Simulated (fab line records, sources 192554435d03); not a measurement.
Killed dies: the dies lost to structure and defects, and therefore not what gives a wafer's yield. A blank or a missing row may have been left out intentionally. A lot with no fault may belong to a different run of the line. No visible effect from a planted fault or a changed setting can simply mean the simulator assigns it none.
Which tool did it? || flow n5-finfet || 6 lots with 17 wafers sampled at 5 steps, on a route of 1938 steps

WHAT THE GAUGES SHOWED, per wafer
N5_BEOL_M12_OCD_MEAS_35.
{"lot": "L503", "measured": "day 11 20:06", "on": "ocd-01", "trench-depth-nm (nm)": "309 319 319"}
{"lot": "L506", "measured": "day 12 13:28", "on": "ocd-01", "trench-depth-nm (nm)": "318 306 323"}
{"lot": "L509", "measured": "day 13 01:05", "on": "ocd-02", "trench-depth-nm (nm)": "332 325"}
{"lot": "L508", "measured": "day 13 15:50", "on": "ocd-01", "trench-depth-nm (nm)": "319 321 322"}
{"lot": "L513", "measured": "day 14 16:57", "on": "ocd-01", "trench-depth-nm (nm)": "465 465 327"}
{"lot": "L517", "measured": "day 15 16:28", "on": "ocd-02", "trench-depth-nm (nm)": "315 327 321"}

WHICH TOOL RAN EACH LOT (tool, then ch and the chambers of the sampled wafers, then the start)
{"lot": "L503", "N5_BEOL_M12_DESCUM_15": "rie-diel-02 ch 1,3, day 11 18:27", "N5_BEOL_M12_STRIP_63": "plasma-asher-02 ch 0,1, day 11 18:44", "N5_BEOL_M12_STRIP_64": "plasma-asher-02 ch 0,1, day 11 18:48", "N5_BEOL_M12_TRENCH_ETCH_34": "rie-diel-01 ch 0,2,3, day 11 19:56"}
{"lot": "L506", "N5_BEOL_M12_DESCUM_15": "rie-diel-02 ch 0,1, day 12 12:02", "N5_BEOL_M12_STRIP_63": "plasma-asher-02 ch 0,1, day 12 12:20", "N5_BEOL_M12_STRIP_64": "plasma-asher-02 ch 0,1, day 12 12:24", "N5_BEOL_M12_TRENCH_ETCH_34": "rie-diel-01 ch 0,1,2, day 12 13:19"}
{"lot": "L509", "N5_BEOL_M12_DESCUM_15": "rie-diel-01 ch 1,3, day 12 23:14", "N5_BEOL_M12_STRIP_63": "plasma-asher-01 ch 0,1, day 12 23:31", "N5_BEOL_M12_STRIP_64": "plasma-asher-01 ch 0,1, day 12 23:34", "N5_BEOL_M12_TRENCH_ETCH_34": "rie-diel-01 ch 1,3, day 13 00:56"}
{"lot": "L508", "N5_BEOL_M12_DESCUM_15": "rie-diel-04 ch 0,1, day 13 14:16", "N5_BEOL_M12_STRIP_63": "plasma-asher-02 ch 0,1, day 13 14:33", "N5_BEOL_M12_STRIP_64": "plasma-asher-02 ch 0,1, day 13 14:37", "N5_BEOL_M12_TRENCH_ETCH_34": "rie-diel-02 ch 1,2, day 13 15:41"}
{"lot": "L513", "N5_BEOL_M12_DESCUM_15": "rie-diel-01 ch 1,2,3, day 14 15:31", "N5_BEOL_M12_STRIP_63": "plasma-asher-02 ch 0,1, day 14 15:49", "N5_BEOL_M12_STRIP_64": "plasma-asher-02 ch 0,1, day 14 15:53", "N5_BEOL_M12_TRENCH_ETCH_34": "rie-diel-01 ch 0,1, day 14 16:47"}
{"lot": "L517", "N5_BEOL_M12_DESCUM_15": "rie-diel-02 ch 0,3, day 15 14:43", "N5_BEOL_M12_STRIP_63": "plasma-asher-01 ch 0,1, day 15 15:02", "N5_BEOL_M12_STRIP_64": "plasma-asher-01 ch 0,1, day 15 15:05", "N5_BEOL_M12_TRENCH_ETCH_34": "rie-diel-04 ch 0,1,3, day 15 16:18"}
- N5_BEOL_M12_DESCUM_15: chemistry O2, time 7.9 s.
- N5_BEOL_M12_STRIP_63: strips in N2/H2.
- N5_BEOL_M12_STRIP_64: strips in N2/H2.
- N5_BEOL_M12_TRENCH_ETCH_34: etches SiOC in C4F8/O2/Ar, target depth 318.95 nm, time 125.5 s.

THE ANSWER, worked out from the rows above alone
Rule: the usual values come from the lots themselves. Put in order of their means at a reading, lots are off if they are a third of the lots or fewer, leave a main group of 4 or more, and stand apart from it by a gap of 3 or more times the standard deviation of the main group's means; of several such gaps the widest counts. A main group is skipped when, at the precision printed for the reading in the tables above, its means are all equal. Also off: a lot with no number at a reading for which 4 or more lots have one. Where the step has rows for the other lots, those lots are counted as sound.
Off at N5_BEOL_M12_OCD_MEAS_35 (trench-depth-nm): L513. For the main group the mean is 320 nm and the standard deviation 4.7.
If a tool, at a process step before that reading, ran all the lots that are off and no sound lot after the first of them, it fits. Gauges at N5_BEOL_M12_OCD_MEAS_35: tried the same way as those tools. Can't be told from this: 3 tools fit, rie-diel-01 at N5_BEOL_M12_DESCUM_15 and N5_BEOL_M12_TRENCH_ETCH_34, plasma-asher-02 at N5_BEOL_M12_STRIP_63 and N5_BEOL_M12_STRIP_64, ocd-01 at N5_BEOL_M12_OCD_MEAS_35.

WHAT THE SIMULATOR HAD INSERTED
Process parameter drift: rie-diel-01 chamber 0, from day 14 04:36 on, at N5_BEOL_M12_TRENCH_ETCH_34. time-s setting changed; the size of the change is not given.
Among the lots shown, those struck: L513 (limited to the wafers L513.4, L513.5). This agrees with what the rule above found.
